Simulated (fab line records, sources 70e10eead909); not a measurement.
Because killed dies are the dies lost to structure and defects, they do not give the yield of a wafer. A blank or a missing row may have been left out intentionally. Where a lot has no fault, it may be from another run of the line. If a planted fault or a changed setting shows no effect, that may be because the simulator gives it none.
Matching of chambers    flow nandHarc    4 sister chambers for NHARC_A_ZERO_WELL_ETCH_19 on rieDiel-13
The step etches the open film in N2/H2, target depth 80 nm, overetch 24 nm, time 87.88 s. 4 wafers are shown with their chamber, then 10 later ones without.

== WAFERS WITH THEIR CHAMBER ==
wafer   chamber  rfVppV (V)
L876.5  2        433.3
L880.4  0        430.1
L882.1  3        436.2
L882.2  1        428.1

== WAFERS WHOSE CHAMBER IS MISSING ==
wafer   rfVppV (V)
L882.5  432.9
L883.1  431.0
L883.2  430.0
L883.5  434.9
L884.2  432.1
L884.5  430.3
L884.6  428.6
L891.1  434.5
L891.3  434.2
L891.6  434.8

== EACH ONE'S CHAMBER ==
wafer    from the rows above       in truth
L882.5   2                         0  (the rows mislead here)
L883.1   can't be placed: 0 or 2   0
L883.2   can't be placed: 0 or 1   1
L883.5   can't be placed: 3 or 2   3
L884.2   can't be placed: 2 or 0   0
L884.5   0                         0
L884.6   can't be placed: 1 or 0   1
L891.1   can't be placed: 2 or 3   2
L891.3   can't be placed: 2 or 3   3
L891.6   can't be placed: 3 or 2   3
Placed correctly: 1 of 10. From these rows, 8 cannot be placed; in 8 the true chamber is one of the candidates. Placed wrongly: 1.
How it was worked out, from the rows above alone: a wafer's distance from a chamber is the root of the sum, over the readings, of the square of ((its reading less the chamber's mean) divided by the reading's scatter). If the next closest chamber is less than 2 further off than the closest, the wafer can't be placed; otherwise it belongs to the closest. For every chamber, the mean is computed from those of its wafers that are shown. The scatter: root of mean squared gap, hidden wafer to nearest shown wafer, with one shown wafer a chamber.
